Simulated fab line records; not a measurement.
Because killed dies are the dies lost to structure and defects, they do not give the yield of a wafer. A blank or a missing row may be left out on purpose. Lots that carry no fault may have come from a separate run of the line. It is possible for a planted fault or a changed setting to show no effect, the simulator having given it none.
Matching of chambers + flow n5 finfet + rie diel-02 running N5_SDB_DESCUM_16: 4 sister chambers
The step chemistry O2, time 7.9 s. 18 wafers are shown with their chamber, then 9 later ones without.

WAFERS WITH THEIR CHAMBER
| wafer  | chamber | throttle valve pct (%) | drypump motor current A (A) | oes product au (a.u.) |
|--------|---------|------------------------|-----------------------------|-----------------------|
| L075.4 | 3       | 20.52                  | 6.0                         | 0.73                  |
| L075.5 | 0       | 20.35                  | 5.1                         | 0.94                  |
| L075.6 | 2       | 20.41                  | 6.3                         | 0.83                  |
| L080.3 | 0       | 20.37                  | 5.0                         | 0.92                  |
| L080.4 | 3       | 20.54                  | 5.9                         | 0.71                  |
| L080.5 | 1       | 19.88                  | 5.5                         | 0.94                  |
| L082.3 | 2       | 20.41                  | 6.2                         | 0.82                  |
| L082.4 | 3       | 20.55                  | 6.0                         | 0.72                  |
| L082.5 | 0       | 20.38                  | 5.1                         | 0.91                  |
| L083.1 | 1       | 19.87                  | 5.5                         | 0.92                  |
| L083.2 | 0       | 20.39                  | 5.0                         | 0.92                  |
| L083.3 | 3       | 20.55                  | 5.9                         | 0.72                  |
| L083.4 | 2       | 20.43                  | 6.3                         | 0.81                  |
| L083.5 | 3       | 20.54                  | 5.9                         | 0.72                  |
| L083.6 | 2       | 20.43                  | 6.2                         | 0.82                  |
| L086.1 | 2       | 20.44                  | 6.2                         | 0.80                  |
| L086.3 | 3       | 20.56                  | 5.9                         | 0.70                  |
| L086.5 | 3       | 20.57                  | 5.9                         | 0.71                  |

SIGNATURES (averages over the wafers above)
| reading                 | chamber 0 | chamber 1 | chamber 2 | chamber 3 | scatter within a chamber |
|-------------------------|-----------|-----------|-----------|-----------|--------------------------|
| throttle valve pct      | 20.3725   | 19.8750   | 20.4240   | 20.5471   | 0.0151                   |
| drypump motor current A | 5.050     | 5.500     | 6.240     | 5.929     | 0.0509                   |
| oes product au          | 0.9225    | 0.9300    | 0.8160    | 0.7157    | 0.0112                   |
Rule: distance of a wafer from a chamber = root of the sum over the readings of ((wafer's reading minus chamber's mean) / reading's scatter) squared. The wafer belongs to the nearest chamber; if the next one is less than 2 further off, it can't be placed. The scatter: take each reading less its chamber's mean, square it, sum over the shown wafers, divide by the number of wafers less the number of chambers, and take the root.

WAFERS MISSING THEIR CHAMBER
| wafer  | throttle valve pct (%) | drypump motor current A (A) | oes product au (a.u.) |
|--------|------------------------|-----------------------------|-----------------------|
| L088.1 | 20.38                  | 5.1                         | 0.90                  |
| L088.3 | 20.45                  | 6.2                         | 0.80                  |
| L088.4 | 20.57                  | 5.9                         | 0.70                  |
| L090.2 | 19.89                  | 5.5                         | 0.87                  |
| L090.3 | 20.59                  | 6.0                         | 0.70                  |
| L090.5 | 20.58                  | 6.0                         | 0.70                  |
| L094.1 | 19.90                  | 5.5                         | 0.86                  |
| L094.5 | 20.44                  | 6.2                         | 0.79                  |
| L094.6 | 20.58                  | 6.0                         | 0.70                  |

EACH ONE'S CHAMBER
| wafer  | from the rows above | in truth |
|--------|---------------------|----------|
| L088.1 | 0                   | 0        |
| L088.3 | 2                   | 2        |
| L088.4 | 3                   | 3        |
| L090.2 | 1                   | 1        |
| L090.3 | 3                   | 3        |
| L090.5 | 3                   | 3        |
| L094.1 | 1                   | 1        |
| L094.5 | 2                   | 2        |
| L094.6 | 3                   | 3        |
Correct placement for 9 of the 9. Can't be placed from these rows: 0. Number placed wrongly: 0.
